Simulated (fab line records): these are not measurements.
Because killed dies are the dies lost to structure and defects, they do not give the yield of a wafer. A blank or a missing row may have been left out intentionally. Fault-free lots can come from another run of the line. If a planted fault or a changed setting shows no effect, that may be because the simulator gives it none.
Matching of chambers ; flow nand_harc ; NHARC_P_BONDPAD_CMP_32 on cmp-03: 4 sister chambers
The step polishes SiCN, target thk 200 nm. 4 wafers are shown with their chamber, then 8 later ones without.

== WAFERS, EACH WITH ITS CHAMBER ==
wafer;chamber;motor_current_A (A)
L079.2;2;11.5
L083.2;0;12.9
L083.3;1;12.0
L084.1;3;12.5

== WAFERS WITHOUT THEIR CHAMBER ==
wafer;motor_current_A (A)
L084.2;11.4
L084.6;13.3
L089.1;11.7
L089.2;11.6
L089.3;13.7
L091.2;11.8
L091.5;13.0
L091.6;13.0

== WHICH CHAMBER EACH ONE RAN IN ==
wafer;from the rows above;in truth
L084.2;can't be placed: 2 or 1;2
L084.6;can't be placed: 0 or 3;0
L089.1;can't be placed: 2 or 1 or 3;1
L089.2;can't be placed: 2 or 1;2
L089.3;can't be placed: 0 or 3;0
L091.2;can't be placed: 1 or 2 or 3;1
L091.5;can't be placed: 0 or 3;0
L091.6;can't be placed: 0 or 3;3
Correct placement for 0 of the 8. These rows do not allow placing 8 (true chamber among the candidates in 8). 0 placed wrongly.
How it was worked out, from the rows above alone: a wafer's distance from a chamber is the root of the sum, over the readings, of the square of ((its reading less the chamber's mean) divided by the reading's scatter). If the next closest chamber is less than 2 further off than the closest, the wafer can't be placed; otherwise it belongs to the closest. Each chamber's mean is taken over the wafers shown for it. The scatter: root of mean squared gap, hidden wafer to nearest shown wafer, with one shown wafer a chamber.
